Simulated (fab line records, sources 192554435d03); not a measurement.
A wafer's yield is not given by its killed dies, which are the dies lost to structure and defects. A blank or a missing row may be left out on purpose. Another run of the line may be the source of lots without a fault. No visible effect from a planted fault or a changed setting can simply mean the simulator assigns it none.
Split-lot study    flow n5Finfet    route with 1938 steps; 7 lots, 21 wafers read

ON THE SPLIT
At N5_BEOL_M1_ETCH_64 (etches SOC in N2/H2, target depth 75 nm, overetch 15 nm, time 112.5 s), the setting sourceW was moved away from the recipe's 840 W on 9 of the 21 wafers read, by -9.8% to +13.6%. For the rest of the wafers, this setting stayed at what the recipe calls for.

The reading is taken at the split's own step.

THE READING
rfVppV, in V, at N5_BEOL_M1_ETCH_64 (etches SOC in N2/H2, target depth 75 nm, overetch 15 nm, time 112.5 s). Fault-free wafers of this fab line usually give 524.0 V, standard deviation 2.1 V.

wafer   tool, chamber at the split  sourceW as run, W  against the recipe  rfVppV, V  against lot-mates on the recipe
L080.1  rieDiel-03, 3               918.3              +9.3%               511.0      -10.7
L080.2  rieDiel-03, 1               840                recipe              521.7      -
L080.3  rieDiel-03, 2               918.3              +9.3%               510.0      -11.7
L082.2  rieDiel-02, 1               840                recipe              524.4      -
L082.3  rieDiel-02, 0               840                recipe              526.6      -
L082.6  rieDiel-02, 0               840                recipe              525.5      -
L085.4  rieDiel-02, 3               840                recipe              521.8      -
L085.5  rieDiel-02, 0               840                recipe              525.5      -
L085.6  rieDiel-02, 1               840                recipe              526.1      -
L088.1  rieDiel-03, 0               757.7              -9.8%               540.8      +15.3
L088.5  rieDiel-03, 0               757.7              -9.8%               539.4      +13.9
L088.6  rieDiel-03, 3               840                recipe              525.5      -
L094.1  rieDiel-06, 2               840                recipe              524.3      -
L094.2  rieDiel-06, 0               954.6              +13.6%              502.6      -20.7
L094.5  rieDiel-06, 1               840                recipe              522.4      -
L096.3  rieDiel-06, 2               790.3              -5.9%               533.3      +10.8
L096.4  rieDiel-06, 3               790.3              -5.9%               537.1      +14.6
L096.5  rieDiel-06, 1               840                recipe              522.5      -
L097.3  rieDiel-02, 0               895.8              +6.6%               515.1      -9.9
L097.4  rieDiel-02, 3               895.8              +6.6%               512.3      -12.7
L097.6  rieDiel-02, 1               840                recipe              525.0      -

THE FIT
A straight line over all 21 wafers: rfVppV changes by -1.6 V for each +1% of sourceW; r = -0.99; the points scatter about the line by 1.6 V.
The same after taking each lot's own level away (the mean of its wafers on the recipe; 21 wafers): -1.53 V for each +1%; r = -0.98; scatter 1.9 V.
That fit puts the effect of the largest move of sourceW on the reading at 21 V.
From 521.70 to 525.50 V: that is the span of the lots' own levels, equal to 1.8 times the standard deviation above.
Consequently the slope shifts little with the lot-to-lot level, the two slopes agreeing.
Check: -20.2 V against its lot-mates is what the line predicts for one of the wafers moved furthest among these (+13.6%) when that wafer is left out of the fit. It came out at -20.7 V against them.
Tool readings at the split's step, against how far the setting was moved: rfVppV r = -0.99.

THE OTHER SPLITS THESE WAFERS WENT THROUGH
Before the reading, these wafers also passed through other splits. Each is held against what the fit with the lots' levels taken away leaves over:
other split on the same wafers        wafers away from the commonest value  r with rfVppV (lot level and that fit taken away)
N5_MOL_CONTACT_COAG_ETCH_105 biasW    7                                     +0.41
N5_MOL_CONTACT_COAG_EXPOSE_81 doseMj  12                                    -0.11
N5_MOL_CONTACT_COAG_ETCH_91 timeS     6                                     -0.27
N5_BEOL_M0_SAQP_DESCUM_19 timeS       7                                     +0.35
N5_BEOL_M0_SAQP_COAT_72 spinRpm       5                                     +0.25
N5_BEOL_M0_SAQP_EXPOSE_37 doseMj      5                                     +0.03

THE FILE'S OWN FIT
rfVppV changes by -1.52 V for each +1% of sourceW, r = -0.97.
